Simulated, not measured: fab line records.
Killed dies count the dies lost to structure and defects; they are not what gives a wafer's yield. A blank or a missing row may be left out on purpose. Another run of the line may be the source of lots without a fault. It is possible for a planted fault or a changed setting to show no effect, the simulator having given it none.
fab line records	flow nandHarc	part 1 of 2: steps 1 to 20 of 27
record lots=5	wafers=15	lastDay=23
route steps=1159 shown A_STAIRCASE@588
lots that met no fault: taken from a fault-free run of the same line
startH: the number of hours between the record's first day and the start of the first shown wafer of the lot	waitH: hours since the lot's step before	" repeats the value in the row above	L1.1+2: one row covering several wafers at once	- either no value or no given start	* or withheld: withheld	< > ~ a bound
route shown NAME@n: NAME is a module with steps in the file, n the number in the route of the first one	usual: mean and standard deviation over wafers with no fault	same: alike in all rows	chamber/n: place in a boat	sites: readings site by site	_std_site: standard deviation across them	_edge_site: the outer-site mean with the inner-site mean subtracted	radiusMm: for every site, how far away it sits from the centre of the wafer	mask NAME#n: copy n	behind: tool/chamber where the wafer was last shaped	hold: why the lot was held/for how many hours/how that ended	device: whichever transistor did not switch (one of n, p or np)	end of line: at the end of the route, the tests of the same wafers	step lacking rows: just its recipe	killed: the dies lost at the first sort to structure and to defects; this is not the yield of the wafer	map: shows each die of a wafer: x if killed, . if not, _ if none is there
set.NAME: setting as actually run; set.NAME@STEP: the setting as run at that earlier step	model.NAME: the simulator's own value behind a step, which no gauge read
lots at some steps of the route; a table a step, a row a wafer
services: when a tool's chamber went out of use (startH, in hours from the record's first day, below 0 if earlier), for how many hours, and the reason
## steps
# step NHARC_A_STAIRCASE_ETCH_194
# recipe targetDepthA=1000	timeS=40.5	ionEnergyEv=400	c4f8FlowSccm=20	o2FlowSccm=10	arFlowSccm=withheld	rfW=600	biasW=1000	chemistry=C4F8/O2
# usual biasW=1000.0/3	oesProductAu=0.938/0.014	rfVppV=894/4.9
lot.wafer	tool	chamber	startH	waitH	biasW	oesProductAu	rfHoursCounterH	rfVppV
L079.2	rieDiel-04	1	-	-	1007.0	0.940	54	896
L079.4	"	3	"	"	998.6	0.955	52	888
L079.5	"	1	"	"	1004.1	0.931	-	896
L080.2	rieDiel-04	2	-	-	999.1	0.949	61	897
L080.3	"	3	"	"	993.4	0.950	62	889
L080.4	"	1	"	"	999.4	0.936	-	896
L083.1	rieDiel-03	1	-	-	998.9	0.931	28	893
L083.5	"	2	"	"	1003.7	0.926	-	889
L083.6	"	3	"	"	999.2	0.924	-	901
L085.2	rieDiel-13	0	-	-	995.7	0.933	9	895
L085.3	"	1	"	"	998.1	0.956	10	888
L085.4	"	3	"	"	999.2	0.972	11	887
L086.3	rieDiel-03	2	-	-	995.8	0.918	34	887
L086.6	"	0	"	"	1001.1	0.935	-	891
L086.5	"	1	"	"	997.0	0.942	-	891
# step NHARC_A_STAIRCASE_TRIM_196
# recipe timeS=211.2	o2FlowSccm=500	arFlowSccm=0	biasW=0	chemistry=O2
# usual drypumpMotorCurrentA=5.8/0.56	oesProductAu=0.998/0.011	rfVppV=57.7/0.88	showerheadPlenumPTorr=3.48/0.14	throttleValvePct=17.037/0.009
# same biasW=0
lot.wafer	tool	chamber	startH	waitH	drypumpMotorCurrentA	oesProductAu	rfHoursCounterH	rfVppV	showerheadPlenumPTorr	throttleValvePct
L079.2	rieDiel-04	1	268.93	0.1	4.7	1.001	54	57.5	3.53	17.042
L079.4	"	2	"	"	5.6	0.991	53	59.9	3.59	17.033
L079.5	"	0	"	"	6.7	1.000	-	57.0	3.59	17.033
L080.2	rieDiel-04	1	288.36	0.1	4.7	0.989	62	57.1	3.53	17.031
L080.3	"	3	"	"	5.6	0.996	62	57.9	3.33	17.035
L080.4	"	2	"	"	5.6	0.992	-	58.1	3.58	17.046
L083.1	rieDiel-13	3	298.74	0.1	6.1	1.030	7	57.6	3.29	17.033
L083.6	"	3	"	"	6.1	1.031	-	56.1	3.29	17.032
L083.5	"	0	"	"	5.9	0.993	-	58.0	3.51	17.048
L085.2	rieDiel-13	2	307.75	0.1	5.2	0.984	11	58.0	3.77	17.051
L085.3	"	0	"	"	5.9	0.981	10	57.4	3.51	17.043
L085.4	"	1	"	"	5.8	1.006	10	57.7	3.37	17.032
L086.3	rieDiel-13	2	336.23	0.1	5.2	0.983	19	57.9	3.76	17.037
L086.6	"	1	"	"	5.8	1.003	-	56.0	3.36	17.045
L086.5	"	2	"	"	5.2	0.981	-	58.8	3.77	17.024
# step NHARC_A_STAIRCASE_ETCH_197
# recipe targetDepthA=1000	timeS=40.5	ionEnergyEv=400	c4f8FlowSccm=20	o2FlowSccm=10	arFlowSccm=withheld	rfW=600	biasW=1000	chemistry=C4F8/O2
# usual biasW=1000/3.1	oesProductAu=0.942/0.016	rfVppV=894/4.9
lot.wafer	tool	chamber	startH	waitH	biasW	oesProductAu	rfHoursCounterH	rfVppV
L079.2	rieDiel-04	1	-	-	1004	0.916	54	895
L079.4	"	2	"	"	1003	0.926	53	900
L079.5	"	0	"	"	1000	0.918	-	897
L080.3	rieDiel-04	2	-	-	1000	0.926	61	897
L080.2	"	3	"	"	1001	0.931	62	889
L080.4	"	3	"	"	1003	0.934	-	888
L083.1	rieDiel-13	2	-	-	1001	0.944	7	904
L083.6	"	0	"	"	994	0.933	-	896
L083.5	"	1	"	"	1002	0.952	-	890
L085.3	rieDiel-13	1	-	-	994	0.961	10	890
L085.2	"	2	"	"	1000	0.925	11	904
L085.4	"	0	"	"	1004	0.943	10	895
L086.3	rieDiel-13	1	-	-	1002	0.904	18	890
L086.5	"	3	"	"	1003	0.948	-	887
L086.6	"	0	"	"	1003	0.905	-	895
# step NHARC_A_STAIRCASE_TRIM_198
# recipe timeS=211.2	o2FlowSccm=500	arFlowSccm=0	biasW=0	chemistry=O2
# usual drypumpMotorCurrentA=5.8/0.54	oesProductAu=0.999/0.011	rfVppV=57.8/0.94	showerheadPlenumPTorr=3.48/0.14	throttleValvePct=17.037/0.0086
# same biasW=0
lot.wafer	tool	chamber	startH	waitH	drypumpMotorCurrentA	oesProductAu	rfHoursCounterH	rfVppV	showerheadPlenumPTorr	throttleValvePct
L079.4	rieDiel-04	2	-	-	5.6	1.002	53	58.4	3.59	17.041
L079.2	"	0	"	"	6.7	0.995	54	56.1	3.59	17.031
L079.5	"	2	"	"	5.6	1.005	-	59.7	3.59	17.033
L080.3	rieDiel-03	2	290.62	-	5.9	1.000	21	57.7	3.30	17.038
L080.2	"	3	"	"	6.2	1.004	23	59.0	3.66	17.044
L080.4	"	0	"	"	6.1	1.006	24	60.2	3.41	17.054
L083.1	rieDiel-13	3	-	-	6.1	1.041	7	57.4	3.29	17.040
L083.5	"	1	"	"	5.8	1.006	-	57.8	3.37	17.027
L083.6	"	2	"	"	5.1	0.989	-	57.9	3.77	17.023
L085.2	rieDiel-13	3	-	-	6.0	1.039	11	56.8	3.29	17.019
L085.4	"	0	"	"	5.9	0.989	10	57.6	3.51	17.043
L085.3	"	1	"	"	5.8	1.006	10	58.3	3.37	17.053
L086.3	rieDiel-13	0	-	-	5.9	0.977	18	57.1	3.50	17.035
L086.5	"	0	"	"	5.9	0.988	-	57.6	3.50	17.043
L086.6	"	1	"	"	5.8	0.986	-	57.7	3.36	17.034
# step NHARC_A_STAIRCASE_ETCH_199
# recipe targetDepthA=1000	timeS=40.5	ionEnergyEv=400	c4f8FlowSccm=20	o2FlowSccm=10	arFlowSccm=withheld	rfW=600	biasW=1000	chemistry=C4F8/O2
# usual biasW=1000/3.1	oesProductAu=0.942/0.017	rfVppV=894/5.4
lot.wafer	tool	chamber	startH	waitH	biasW	oesProductAu	rfHoursCounterH	rfVppV
L079.2	rieDiel-04	1	-	-	999	0.934	55	897
L079.4	"	2	"	"	1002	0.941	53	898
L079.5	"	1	"	"	999	0.934	-	896
L080.2	rieDiel-13	1	290.79	-	1005	0.993	2	890
L080.3	"	3	"	"	1001	1.022	3	888
L080.4	"	0	"	"	996	0.991	2	897
L083.1	rieDiel-13	2	-	-	996	0.921	8	907
L083.5	"	2	"	"	998	0.920	-	904
L083.6	"	3	"	"	1003	0.965	-	886
L085.4	rieDiel-13	2	-	-	1000	0.920	11	905
L085.2	"	0	"	"	997	0.945	10	895
L085.3	"	1	"	"	998	0.971	10	890
L086.3	rieDiel-13	1	-	-	1001	0.929	18	890
L086.5	"	2	"	"	1000	0.921	-	905
L086.6	"	3	"	"	999	0.981	-	886
# step NHARC_A_STAIRCASE_TRIM_200
# recipe timeS=211.2	o2FlowSccm=500	arFlowSccm=0	biasW=0	chemistry=O2
# usual drypumpMotorCurrentA=5.9/0.54	oesProductAu=1.000/0.011	rfVppV=57.8/0.92	showerheadPlenumPTorr=3.48/0.14	throttleValvePct=17.038/0.0094
# same biasW=0
lot.wafer	tool	chamber	startH	waitH	drypumpMotorCurrentA	oesProductAu	rfHoursCounterH	rfVppV	showerheadPlenumPTorr	throttleValvePct
L079.4	rieDiel-04	2	-	-	5.6	1.003	53	58.3	3.59	17.047
L079.2	"	1	"	"	4.7	1.003	55	58.0	3.53	17.032
L079.5	"	2	"	"	5.6	1.006	-	57.8	3.59	17.044
L080.3	rieDiel-03	0	290.88	-	6.1	1.016	24	58.7	3.41	17.029
L080.2	"	1	"	"	6.4	0.997	22	58.2	3.43	17.040
L080.4	"	3	"	"	6.2	0.987	23	59.3	3.66	17.026
L083.1	rieDiel-13	3	-	-	6.1	1.026	7	57.9	3.29	17.039
L083.5	"	2	"	"	5.2	0.990	-	58.9	3.77	17.040
L083.6	"	3	"	"	6.1	1.022	-	57.5	3.29	17.050
L085.3	rieDiel-13	1	-	-	5.8	1.016	10	57.5	3.37	17.033
L085.2	"	3	"	"	6.0	1.042	11	55.4	3.29	17.041
L085.4	"	0	"	"	5.9	0.998	10	58.6	3.51	17.034
L086.3	rieDiel-13	2	-	-	5.2	0.986	19	58.1	3.76	17.031
L086.6	"	2	"	"	5.2	0.977	-	59.1	3.76	17.046
L086.5	"	3	"	"	6.1	1.029	-	58.5	3.29	17.048
# step NHARC_A_STAIRCASE_ETCH_201
# recipe targetDepthA=1000	timeS=40.5	ionEnergyEv=400	c4f8FlowSccm=20	o2FlowSccm=10	arFlowSccm=withheld	rfW=600	biasW=1000	chemistry=C4F8/O2
# usual biasW=1000/3.1	oesProductAu=0.942/0.019	rfVppV=894/5.1
lot.wafer	tool	chamber	startH	waitH	biasW	oesProductAu	rfHoursCounterH	rfVppV
L079.2	rieDiel-04	3	-	-	1001	0.945	53	888
L079.4	"	1	"	"	997	0.942	55	897
L079.5	"	0	"	"	1003	0.950	-	898
L080.3	rieDiel-13	2	291.05	-	998	0.987	4	904
L080.4	"	0	"	"	995	0.982	2	893
L080.2	"	1	"	"	992	0.991	2	891
L083.1	rieDiel-13	1	-	-	1000	0.934	7	891
L083.5	"	0	"	"	998	0.904	-	896
L083.6	"	1	"	"	997	0.936	-	890
L085.2	rieDiel-13	3	-	-	999	0.980	11	887
L085.3	"	0	"	"	1005	0.926	10	897
L085.4	"	1	"	"	1000	0.954	10	890
L086.3	rieDiel-13	3	-	-	1004	0.967	19	889
L086.6	"	0	"	"	998	0.921	-	896
L086.5	"	1	"	"	994	0.937	-	891
# step NHARC_A_STAIRCASE_TRIM_202
# recipe timeS=211.2	o2FlowSccm=500	arFlowSccm=0	biasW=0	chemistry=O2
# usual drypumpMotorCurrentA=5.8/0.55	oesProductAu=0.999/0.012	rfVppV=57.7/0.9	showerheadPlenumPTorr=3.48/0.14	throttleValvePct=17.037/0.009
# same biasW=0
lot.wafer	tool	chamber	startH	waitH	drypumpMotorCurrentA	oesProductAu	rfHoursCounterH	rfVppV	showerheadPlenumPTorr	throttleValvePct
L079.2	rieDiel-04	1	-	-	4.7	0.991	55	59.9	3.53	17.048
L079.4	"	3	"	"	5.6	1.007	53	56.7	3.33	17.032
L079.5	"	2	"	"	5.6	1.008	-	57.7	3.59	17.042
L080.4	rieDiel-13	2	-	-	5.2	0.980	4	58.2	3.77	17.047
L080.2	"	3	"	"	6.1	1.019	4	57.9	3.30	17.025
L080.3	"	1	"	"	5.8	0.993	2	58.0	3.37	17.037
L083.1	rieDiel-13	2	-	-	5.2	0.980	8	57.7	3.77	17.034
L083.6	"	0	"	"	5.9	0.995	-	59.1	3.51	17.035
L083.5	"	1	"	"	5.8	1.000	-	56.1	3.37	17.038
L085.4	rieDiel-13	3	-	-	6.1	1.027	11	56.8	3.29	17.024
L085.2	"	0	"	"	5.9	0.983	10	58.4	3.51	17.032
L085.3	"	2	"	"	5.2	0.994	11	58.1	3.77	17.033
L086.3	rieDiel-13	3	-	-	6.1	1.040	20	57.5	3.29	17.038
L086.6	"	2	"	"	5.2	0.971	-	59.7	3.76	17.036
L086.5	"	3	"	"	6.1	1.035	-	58.1	3.29	17.038
# step NHARC_A_STAIRCASE_ETCH_203
# recipe targetDepthA=1000	timeS=40.5	ionEnergyEv=400	c4f8FlowSccm=20	o2FlowSccm=10	arFlowSccm=withheld	rfW=600	biasW=1000	chemistry=C4F8/O2
# usual biasW=1000/3.1	oesProductAu=0.942/0.014	rfVppV=894/5.1
lot.wafer	tool	chamber	startH	waitH	biasW	oesProductAu	rfHoursCounterH	rfVppV
L079.2	rieDiel-04	2	-	-	1002	0.939	53	899
L079.4	"	1	"	"	996	0.951	55	896
L079.5	"	2	"	"	999	0.942	-	897
L080.3	rieDiel-13	2	-	-	1003	0.944	4	904
L080.2	"	3	"	"	996	0.977	4	888
L080.4	"	0	"	"	998	0.964	2	895
L083.1	rieDiel-13	0	-	-	1002	0.932	7	896
L083.6	"	0	"	"	1003	0.926	-	894
L083.5	"	1	"	"	998	0.940	-	890
L085.2	rieDiel-13	0	-	-	1002	0.919	10	896
L085.3	"	1	"	"	1006	0.948	10	890
L085.4	"	2	"	"	999	0.922	11	905
L086.3	rieDiel-13	2	-	-	1006	0.920	19	905
L086.5	"	0	"	"	1002	0.933	-	895
L086.6	"	3	"	"	1002	0.959	-	888
# step NHARC_A_STAIRCASE_STRIP_205
# recipe powerW=1500	tempC=250	chemistry=O2
# usual drypumpMotorCurrentA=5.6/0.39	heaterPowerW=337/45
lot.wafer	tool	chamber	startH	waitH	drypumpMotorCurrentA	heaterPowerW	rfHoursCounterH
L079.2	plasmaAsher-01	0	270.41	0.1	5.6	320	53
L079.4	"	1	"	"	6.2	341	-
L079.5	"	1	"	"	6.2	336	-
L080.2	plasmaAsher-02	0	291.56	0.2	5.7	387	34
L080.4	"	1	"	"	5.1	275	-
L080.3	"	0	"	"	5.7	390	-
L083.1	plasmaAsher-02	1	300.10	0.1	5.1	286	38
L083.5	"	1	"	"	5.0	281	-
L083.6	"	0	"	"	5.7	392	-
L085.2	plasmaAsher-02	0	308.81	0.1	5.8	385	40
L085.4	"	0	"	"	5.7	388	-
L085.3	"	1	"	"	5.1	281	-
L086.3	plasmaAsher-02	0	337.61	0.2	5.8	381	-
L086.5	"	1	"	"	5.1	281	-
L086.6	"	0	"	"	5.7	397	-
# step NHARC_A_STAIRCASE_STRIP_206
# recipe timeS=900	tempC=130	chemistry=SPM
lot.wafer	tool	chamber	startH	waitH
L079.2+5+4	wetBench-06	6,0,2	270.77	0.3
L080.4+3+2	wetBench-06	4,6,1	291.87	0.2
L083.5+6+1	wetBench-07	7,0,2	300.46	0.1
L085.3+4+2	wetBench-07	5,1,2	309.16	0.2
L086.6+5+3	wetBench-03	6,7,0	337.84	0.1
# step NHARC_A_STAIRCASE_PRECLEAN_207
# recipe timeS=*	tempC=50	bathAgeMin=0	chemistry=SC1
# usual h2o2FlowMLMin=56.62/0.17
lot.wafer	tool	chamber	startH	waitH	h2o2FlowMLMin
L079.2	wetBench-06	6	-	-	56.20
L079.5	"	0	"	"	56.66
L079.4	"	2	"	"	56.71
L080.4	wetBench-06	4	-	-	56.75
L080.3	"	6	"	"	56.57
L080.2	"	1	"	"	56.77
L083.5	wetBench-07	7	-	-	56.32
L083.6	"	0	"	"	56.65
L083.1	"	2	"	"	56.59
L085.3	wetBench-07	5	-	-	56.52
L085.4	"	1	"	"	56.35
L085.2	"	2	"	"	56.51
L086.6	wetBench-03	6	-	-	56.62
L086.5	"	7	"	"	56.49
L086.3	"	0	"	"	56.39
# step NHARC_A_STAIRCASE_SRD_208
lot.wafer	tool	chamber	startH	waitH
L079.2+5+4	wetBench-06	6,0,2	-	-
L080.4+3+2	wetBench-06	4,6,1	-	-
L083.5+6+1	wetBench-07	7,0,2	-	-
L085.3+4+2	wetBench-07	5,1,2	-	-
L086.6+5+3	wetBench-03	6,7,0	-	-
# step NHARC_A_STAIRCASE_DEHYDRATE_209
# recipe tempC=150	timeS=120
# usual chillPlateTempC=22.99/0.11	plateTempC=150.02/0.17
lot.wafer	tool	chamber	startH	waitH	chillPlateTempC	plateTempC
L079.2	lithoTrack-07	0	271.22	-	23.00	149.88
L079.4	"	0	"	"	22.91	149.99
L079.5	"	0	"	"	22.99	149.99
L080.2	lithoTrack-05	0	292.34	-	23.08	149.87
L080.3	"	0	"	"	23.08	150.22
L080.4	"	0	"	"	23.03	150.18
L083.1	lithoTrack-05	0	300.91	-	23.07	150.01
L083.5	"	0	"	"	22.94	150.04
L083.6	"	0	"	"	23.10	149.96
L085.2	lithoTrack-03	0	309.62	-	23.18	149.95
L085.3	"	0	"	"	23.15	150.03
L085.4	"	0	"	"	23.12	149.81
L086.3	lithoTrack-07	0	338.28	-	23.09	149.86
L086.5	"	0	"	"	22.99	149.85
L086.6	"	0	"	"	22.99	149.84
# step NHARC_A_STAIRCASE_HMDS_210
# recipe timeS=30
# usual chillPlateTempC=22.98/0.09
lot.wafer	tool	chamber	startH	waitH	chillPlateTempC
L079.2	lithoTrack-07	0	-	-	22.86
L079.4	"	0	"	"	22.78
L079.5	"	0	"	"	22.95
L080.2	lithoTrack-05	0	-	-	22.95
L080.3	"	0	"	"	23.13
L080.4	"	0	"	"	22.90
L083.1	lithoTrack-05	0	-	-	22.88
L083.5	"	0	"	"	22.86
L083.6	"	0	"	"	22.91
L085.2	lithoTrack-03	0	-	-	23.14
L085.3	"	0	"	"	22.94
L085.4	"	0	"	"	22.89
L086.3	lithoTrack-07	0	-	-	22.92
L086.5	"	0	"	"	23.03
L086.6	"	0	"	"	22.99
# step NHARC_A_STAIRCASE_COAT_211
# recipe spinRpm=1200
# usual chillPlateTempC=22.99/0.1
lot.wafer	tool	chamber	startH	waitH	chillPlateTempC
L079.2	lithoTrack-07	0	-	-	23.10
L079.4	"	0	"	"	22.94
L079.5	"	0	"	"	23.00
L080.2	lithoTrack-05	0	-	-	23.22
L080.3	"	0	"	"	23.07
L080.4	"	0	"	"	22.95
L083.1	lithoTrack-05	0	-	-	23.13
L083.5	"	0	"	"	23.02
L083.6	"	0	"	"	23.03
L085.2	lithoTrack-03	0	-	-	23.17
L085.3	"	0	"	"	22.96
L085.4	"	0	"	"	23.11
L086.3	lithoTrack-07	0	-	-	22.94
L086.5	"	0	"	"	23.11
L086.6	"	0	"	"	22.97
# step NHARC_A_STAIRCASE_SOFTBAKE_212
# recipe tempC=135	timeS=170
# usual chillPlateTempC=23.00/0.095	plateTempC=135.01/0.16
lot.wafer	tool	chamber	startH	waitH	chillPlateTempC	plateTempC
L079.2	lithoTrack-07	0	-	-	23.09	135.11
L079.4	"	0	"	"	22.85	134.91
L079.5	"	0	"	"	22.91	135.08
L080.2	lithoTrack-05	0	-	-	22.84	135.07
L080.3	"	0	"	"	23.04	134.98
L080.4	"	0	"	"	23.14	135.19
L083.1	lithoTrack-05	0	-	-	22.92	134.85
L083.5	"	0	"	"	23.09	134.88
L083.6	"	0	"	"	23.15	134.73
L085.2	lithoTrack-03	0	-	-	22.88	134.95
L085.3	"	0	"	"	22.86	135.07
L085.4	"	0	"	"	23.04	134.90
L086.3	lithoTrack-07	0	-	-	23.10	135.12
L086.5	"	0	"	"	22.90	135.13
L086.6	"	0	"	"	22.82	135.07
# step NHARC_A_STAIRCASE_EBR_213
# usual chillPlateTempC=23.01/0.088
lot.wafer	tool	chamber	startH	waitH	chillPlateTempC
L079.2	lithoTrack-07	0	-	-	22.99
L079.4	"	0	"	"	23.07
L079.5	"	0	"	"	23.11
L080.2	lithoTrack-05	0	-	-	23.10
L080.3	"	0	"	"	23.07
L080.4	"	0	"	"	23.02
L083.1	lithoTrack-05	0	-	-	22.93
L083.5	"	0	"	"	23.05
L083.6	"	0	"	"	23.05
L085.2	lithoTrack-03	0	-	-	23.11
L085.3	"	0	"	"	22.98
L085.4	"	0	"	"	23.21
L086.3	lithoTrack-07	0	-	-	22.98
L086.5	"	0	"	"	23.08
L086.6	"	0	"	"	23.17
# step NHARC_A_STAIRCASE_EXPOSE_214
# recipe na=0.5	doseMj=31.26	maskId=STAIR_3
lot.wafer	tool	chamber	startH	waitH	mask
L079.2+4+5	krfScanner-04	0	271.43	-	STAIR_3#0
L080.2+3+4	krfScanner-02	0	292.67	-	STAIR_3#0
L083.1+5+6	krfScanner-03	0	301.24	-	STAIR_3#0
L085.2+3+4	krfScanner-02	0	309.95	-	STAIR_3#0
L086.3+5+6	krfScanner-03	0	338.62	-	STAIR_3#0
# step NHARC_A_STAIRCASE_PEB_215
# recipe pebTempC=115	pebTimeS=130
# usual chillPlateTempC=23.00/0.098	plateTempC=114.99/0.13
lot.wafer	tool	chamber	startH	waitH	chillPlateTempC	plateTempC
L079.2	lithoTrack-05	0	271.49	0.1	23.09	114.99
L079.4	"	0	"	"	22.98	114.89
L079.5	"	0	"	"	23.06	114.90
L080.2	lithoTrack-07	0	292.74	0.1	22.87	114.93
L080.3	"	0	"	"	23.06	114.94
L080.4	"	0	"	"	23.01	114.78
L083.1	lithoTrack-07	0	301.31	0.1	23.09	115.38
L083.5	"	0	"	"	23.03	115.07
L083.6	"	0	"	"	22.90	115.09
L085.2	lithoTrack-07	0	310.02	0.1	22.96	115.02
L085.3	"	0	"	"	22.86	115.02
L085.4	"	0	"	"	22.93	115.04
L086.3	lithoTrack-07	0	338.68	0.1	22.92	114.80
L086.5	"	0	"	"	22.90	114.89
L086.6	"	0	"	"	22.95	114.91
